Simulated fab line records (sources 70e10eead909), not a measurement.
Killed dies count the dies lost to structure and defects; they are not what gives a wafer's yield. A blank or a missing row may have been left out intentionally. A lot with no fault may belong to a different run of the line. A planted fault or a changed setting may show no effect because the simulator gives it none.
A lot that was struck, set against a sound lot	flow nand-harc	21 steps out of a route of 1302
Sound: the wafers L376.1, L376.2, L376.3. Wafers struck: L383.2, L383.5, L383.6. The cause is named last.
Order at every step that has rows: each side's tool, ch and its chambers, its first start. Under that, the readings that differ: sound wafers	struck wafers	difference of the means	sigmas: that difference in standard deviations of wafers without a fault.
alike: readings whose means differ by less than 2 such deviations, and words and numbers that are the same on both sides. not compared: withheld readings, readings that some wafer has no value for, bounds like >300 that may hide the same value, and numbers for which the record gives no deviation and whose values overlap.
The two part at a step that has a row with sigmas, a row that says differs or no value, or rows on one side only. When numbers do not overlap yet have no deviation, they are printed without sigmas and do not part them. A reading that every wafer of one side lacks parts them only if that side has two wafers or more.

NHARC_A_BLC_CMP_25: polishes, t overpolish 30 s, target thk 150 nm.
  sound on cmp-04 ch 1,2,3, day 27 00:47; struck on cmp-02 ch 1,2, day 29 08:19
  alike: motor-current-A, overpolish-run-s, slurry-filter-dp-kPa, time-to-endpoint-s
next, for these wafers, 1 step has no rows: NHARC_A_BLC_SRD_27.
NHARC_A_BLC_INSPECT_28:
  struck on defect-inspect-02, day 29 08:44; sound on defect-inspect-02, day 27 01:10
  alike: raw-defect-count
then, 8 steps without rows for these wafers: NHARC_A_M0_DEP_00 (deposits SiOC, target thk 150 nm); NHARC_A_M0_DEHYDRATE_01 (time 120 s); NHARC_A_M0_HMDS_02 (time 30 s); NHARC_A_M0_COAT_33 (time 65 s); NHARC_A_M0_COAT_03 (resist thk 90 nm); NHARC_A_M0_SOFTBAKE_04 (time 55 s); NHARC_A_M0_EBR_05; NHARC_A_M0_EXPOSE_06 (exposes mask A M0, target cd 80 nm).
NHARC_A_M0_PEB_07: peb time 65 s.
  sound on litho-track-04 ch 0, day 27 01:52; struck on litho-track-04 ch 0, day 29 09:34
reading	sound	struck	difference	sigmas
heater-power-total-W (W)	155.9 157.1 156.0	166.4 166.5 166.7	+10.2	+25
plate-temp-C (C)	99.88 99.99 99.99	104.60 104.69 104.69	+4.71	+36
resist-line-temp-C (C)	23.25 23.15 23.09	22.99 22.82 22.86	-0.27	-2
then, 1 step without rows for these wafers: NHARC_A_M0_DEVELOP_08 (develop time 35 s).
NHARC_A_M0_CD_MEAS_09 targets a cd of 80 nm.
  sound on cd-sem-03 ch 0, day 27 01:57; struck on cd-sem-01 ch 0, day 29 09:38
reading	sound	struck	difference	sigmas
cd-nm (nm)	79.2 80.4 79.7	97.1 96.7 96.5	+17.0	+22
NHARC_A_M0_OVL_MEAS_10: pitch 160 nm.
  struck on overlay-02, day 29 09:44; sound on overlay-02, day 27 02:02
  alike: overlay-x-nm, overlay-y-nm
NHARC_A_M0_INSPECT_11:
  struck on defect-inspect-02, day 29 09:46; sound on defect-inspect-01, day 27 02:04
  alike: raw-defect-count
NHARC_A_M0_DESCUM_14: chemistry O2, time 3 s.
  sound on rie-diel-04 ch 0,1,3, day 27 02:08; struck on rie-diel-06 ch 1,2,3, day 29 09:51
reading	sound	struck	difference	sigmas
model.A_M0.cd-nm (nm)	79.29 81.51 80.26	97.95 95.86 96.55	+16.43	
  alike: chamber-pressure-mTorr, drypump-motor-current-A, oes-product-au, rf-vpp-V, showerhead-plenum-p-Torr, throttle-valve-pct
  not compared: rf-hours-counter-h
NHARC_A_M0_ETCH_34: etches the open film in N2/H2, target depth 40 nm, overetch 12 nm, time 43.94 s.
  sound on rie-diel-04 ch 0,1,2, day 27 02:13; struck on rie-diel-06 ch 1,2, day 29 09:55
  alike: chamber-pressure-mTorr, drypump-motor-current-A, oes-product-au, rf-vpp-V, showerhead-plenum-p-Torr, throttle-valve-pct
  not compared: rf-hours-counter-h
NHARC_A_M0_ETCH_15: etches the open film in C4F8/Ar, target depth 150 nm, overetch 15 nm, time 82.5 s.
  sound on rie-diel-04 ch 0,2,3; struck on rie-diel-06 ch 0,3
reading	sound	struck	difference	sigmas
model.A_M0.cd-nm (nm)	79.58 81.67 80.73	97.19 95.47 95.84	+15.51	
  alike: chamber-pressure-mTorr, oes-product-au, rf-vpp-V
  not compared: rf-hours-counter-h
NHARC_A_M0_CD_MEAS_16:
  struck on cd-sem-03, day 29 10:07; sound on cd-sem-03, day 27 02:26
reading	sound	struck	difference	sigmas
cd-nm (nm)	79.8 81.9 81.0	97.6 95.5 95.8	+15.4	+14
next, for these wafers, 1 step has no rows: NHARC_END_SORT_01.

== WHERE THEY PART ==
Earliest at NHARC_A_M0_PEB_07; latest, in this record, at NHARC_A_M0_CD_MEAS_16.

WHY: what the simulator had put in
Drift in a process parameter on litho-track-04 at NHARC_A_M0_PEB_07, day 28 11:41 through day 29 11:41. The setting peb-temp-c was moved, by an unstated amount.
